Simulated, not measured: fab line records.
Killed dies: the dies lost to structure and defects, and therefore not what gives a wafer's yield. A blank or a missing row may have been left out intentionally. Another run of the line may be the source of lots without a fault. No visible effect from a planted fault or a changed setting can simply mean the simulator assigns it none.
Split-lot experiment | flow n5-finfet | 7 lots, 39 wafers read, on a route of 1938 steps

## THE SPLIT ITSELF
At N5_BEOL_M2_CVD_47 (deposits Co from CCTBA/H2, target thk 3 nm, time 223.8 s), the setting target-thk-a was moved away from the recipe's 30 angstrom on 12 of the 39 wafers read, by -57.4% to +38.4%. This setting was run at the recipe's value on the other wafers.

The reading is taken at the split's own step.

## THE READING
Co_of_BEOL_M2_CVD_47.thk-nm (the simulator's own value, which no gauge read), in nm, at N5_BEOL_M2_CVD_47 (deposits Co from CCTBA/H2, target thk 3 nm, time 223.8 s). The file does not state a usual value for it. Here, 27 wafers ran the recipe; their average is 3.0 nm with a standard deviation of 0.11 nm.

wafer  | tool, chamber at the split | target-thk-a as run, angstrom | against the recipe | Co_of_BEOL_M2_CVD_47.thk-nm, nm | against lot-mates on the recipe
L079.1 | cvd-co-01, 1,2             | 30                            | recipe             | 2.8                             | -
L079.2 | cvd-co-01, 1,2             | 30                            | recipe             | 2.8                             | -
L079.3 | cvd-co-01, 0               | 21.57                         | -28.1%             | 2.2                             | -0.7
L079.4 | cvd-co-01, 0,2             | 21.57                         | -28.1%             | 2                               | -0.9
L079.6 | cvd-co-01, 0,2             | 21.57                         | -28.1%             | 2                               | -0.9
L079.5 | cvd-co-01, 1               | 30                            | recipe             | 3                               | -
L080.1 | cvd-co-01, 0,1             | 41.52                         | +38.4%             | 4.2                             | +1.1
L080.5 | cvd-co-01, 0,1             | 41.52                         | +38.4%             | 4.2                             | +1.1
L080.2 | cvd-co-01, 2               | 30                            | recipe             | 3.2                             | -
L080.3 | cvd-co-01, 1,2             | 30                            | recipe             | 3                               | -
L080.4 | cvd-co-01, 1,2             | 30                            | recipe             | 3                               | -
L080.6 | cvd-co-01, 0               | 41.52                         | +38.4%             | 4                               | +0.9
L082.3 | cvd-co-02, 1,0             | 30                            | recipe             | 2.8                             | -
L082.4 | cvd-co-02, 1,0             | 30                            | recipe             | 2.8                             | -
L082.5 | cvd-co-02, 1               | 30                            | recipe             | 3                               | -
L083.1 | cvd-co-01, 1,2             | 30                            | recipe             | 3                               | -
L083.2 | cvd-co-01, 1,2             | 30                            | recipe             | 3                               | -
L083.3 | cvd-co-01, 0               | 36.86                         | +22.9%             | 3.8                             | +0.7
L083.4 | cvd-co-01, 0               | 30                            | recipe             | 3.2                             | -
L083.5 | cvd-co-01, 2,1             | 36.86                         | +22.9%             | 3.6                             | +0.5
L083.6 | cvd-co-01, 2,1             | 36.86                         | +22.9%             | 3.6                             | +0.5
L087.1 | cvd-co-01, 2               | 30                            | recipe             | 2.8                             | -
L087.2 | cvd-co-01, 0,1             | 12.78                         | -57.4%             | 1.2                             | -1.7
L087.3 | cvd-co-01, 0,1             | 12.78                         | -57.4%             | 1.2                             | -1.7
L087.4 | cvd-co-01, 1               | 12.78                         | -57.4%             | 1.4                             | -1.5
L087.5 | cvd-co-01, 2,0             | 30                            | recipe             | 3                               | -
L087.6 | cvd-co-01, 2,0             | 30                            | recipe             | 3                               | -
L090.1 | cvd-co-01, 0,2,2           | 30                            | recipe             | 3                               | -
L090.2 | cvd-co-01, 0,2,2           | 30                            | recipe             | 3                               | -
L090.5 | cvd-co-01, 0,2,2           | 30                            | recipe             | 3                               | -
L090.3 | cvd-co-01, 1,1,0           | 30                            | recipe             | 2.8                             | -
L090.4 | cvd-co-01, 1,1,0           | 30                            | recipe             | 2.8                             | -
L090.6 | cvd-co-01, 1,1,0           | 30                            | recipe             | 2.8                             | -
L092.1 | cvd-co-01, 1,2,0,2,1,0     | 30                            | recipe             | 3                               | -
L092.2 | cvd-co-01, 1,2,0,2,1,0     | 30                            | recipe             | 3                               | -
L092.3 | cvd-co-01, 1,2,0,2,1,0     | 30                            | recipe             | 3                               | -
L092.4 | cvd-co-01, 1,2,0,2,1,0     | 30                            | recipe             | 3                               | -
L092.5 | cvd-co-01, 1,2,0,2,1,0     | 30                            | recipe             | 3                               | -
L092.6 | cvd-co-01, 1,2,0,2,1,0     | 30                            | recipe             | 3                               | -
Where a row lists several chambers, the file gives one row for several wafers and doesn't say which wafer went through which chamber.

FIT RESULTS
A straight line over all 39 wafers: Co_of_BEOL_M2_CVD_47.thk-nm changes by +0.0302 nm for each +1% of target-thk-a; r = +0.99; the points scatter about the line by 0.11 nm.
The same after taking each lot's own level away (the mean of its wafers on the recipe; 39 wafers): +0.0284 nm for each +1%; r = +0.99; scatter 0.092 nm.
That fit puts the effect of the largest move of target-thk-a on the reading at 1.6 nm.
Measured against the standard deviation above, the lots' own levels, which go from 2.87 to 3.07 nm, span 1.8 times it.
So the lot-to-lot level changes the slope little: the two slopes agree.
Check: for one of the wafers moved furthest among these (-57.4%), held out of the fit, the line's prediction against its lot-mates is -1.61 nm. Against them it came out at -1.73 nm.

## THESE WAFERS: OTHER SPLITS
These wafers also went through other splits before the reading. Each is held against what the fit with the lots' levels taken away leaves over:
other split on the same wafers          | wafers away from the commonest value | r with Co_of_BEOL_M2_CVD_47.thk-nm (lot level and that fit taken away)
N5_SD_EPI_N_DESCUM_14 time-s            | 12                                   | +0.01
N5_GATE_CUT_DESCUM_18 time-s            | 18                                   | +0.09
N5_MOL_CONTACT_COAG_ETCHBACK_134 time-s | 18                                   | -0.15

## THE FILE'S OWN FIT
Co_of_BEOL_M2_CVD_47.thk-nm changes by +0.0284 nm for each +1% of target-thk-a, r = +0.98.
